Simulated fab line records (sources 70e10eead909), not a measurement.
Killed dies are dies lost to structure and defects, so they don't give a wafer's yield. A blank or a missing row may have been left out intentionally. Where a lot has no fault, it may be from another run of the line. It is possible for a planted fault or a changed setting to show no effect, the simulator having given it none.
Matching of chambers :: flow nand-harc :: pecvd-03 running NHARC_A_STAIRCASE_DEP_280: 3 sister chambers
The step deposits SiON, target thk 30 nm. 18 wafers are shown with their chamber, then 9 later ones without.

WAFERS, EACH WITH ITS CHAMBER
wafer: L074.1
chamber: 1
heater-power-w (W): 827

wafer: L074.5
chamber: 2
heater-power-w (W): 744

wafer: L074.6
chamber: 0
heater-power-w (W): 745

wafer: L076.3
chamber: 2
heater-power-w (W): 758

wafer: L076.4
chamber: 1
heater-power-w (W): 805

wafer: L076.6
chamber: 2
heater-power-w (W): 771

wafer: L077.4
chamber: 0
heater-power-w (W): 778

wafer: L077.5
chamber: 2
heater-power-w (W): 741

wafer: L077.6
chamber: 1
heater-power-w (W): 800

wafer: L082.1
chamber: 1
heater-power-w (W): 733

wafer: L082.3
chamber: 0
heater-power-w (W): 787

wafer: L082.5
chamber: 1
heater-power-w (W): 742

wafer: L083.1
chamber: 0
heater-power-w (W): 844

wafer: L083.2
chamber: 1
heater-power-w (W): 688

wafer: L083.6
chamber: 1
heater-power-w (W): 709

wafer: L085.3
chamber: 0
heater-power-w (W): 784

wafer: L085.5
chamber: 0
heater-power-w (W): 796

wafer: L085.6
chamber: 1
heater-power-w (W): 810

SIGNATURES (averages over the wafers above)
reading: heater-power-w
chamber 0: 789.00
chamber 1: 764.25
chamber 2: 753.50
scatter within a chamber: 40.9
Rule: a wafer lies at a distance from a chamber equal to the root of the sum of squares, over the readings, of (its reading less the chamber's mean, divided by the reading's scatter). The wafer belongs to the nearest chamber; if the next one is less than 2 further off, it can't be placed. The scatter is the square root of a quotient: the sum, over the shown wafers, of each reading's squared deviation from its chamber's mean, divided by wafers minus chambers.

WAFERS MISSING THEIR CHAMBER
wafer: L090.2
heater-power-w (W): 702

wafer: L090.3
heater-power-w (W): 701

wafer: L090.4
heater-power-w (W): 687

wafer: L094.3
heater-power-w (W): 720

wafer: L094.4
heater-power-w (W): 747

wafer: L094.6
heater-power-w (W): 749

wafer: L097.3
heater-power-w (W): 672

wafer: L097.4
heater-power-w (W): 738

wafer: L097.5
heater-power-w (W): 673

WHICH CHAMBER EACH ONE RAN IN
wafer: L090.2
from the rows above: can't be placed: 2 or 1 or 0
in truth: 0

wafer: L090.3
from the rows above: can't be placed: 2 or 1 or 0
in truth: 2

wafer: L090.4
from the rows above: can't be placed: 2 or 1 or 0
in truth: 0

wafer: L094.3
from the rows above: can't be placed: 2 or 1 or 0
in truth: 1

wafer: L094.4
from the rows above: can't be placed: 2 or 1 or 0
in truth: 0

wafer: L094.6
from the rows above: can't be placed: 2 or 1 or 0
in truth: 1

wafer: L097.3
from the rows above: can't be placed: 2 or 1 or 0
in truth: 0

wafer: L097.4
from the rows above: can't be placed: 2 or 1 or 0
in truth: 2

wafer: L097.5
from the rows above: can't be placed: 2 or 1 or 0
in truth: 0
0 of 9 placed correctly. Not placeable from these rows: 9 (in 9, the candidates include the true chamber). Number placed wrongly: 0.
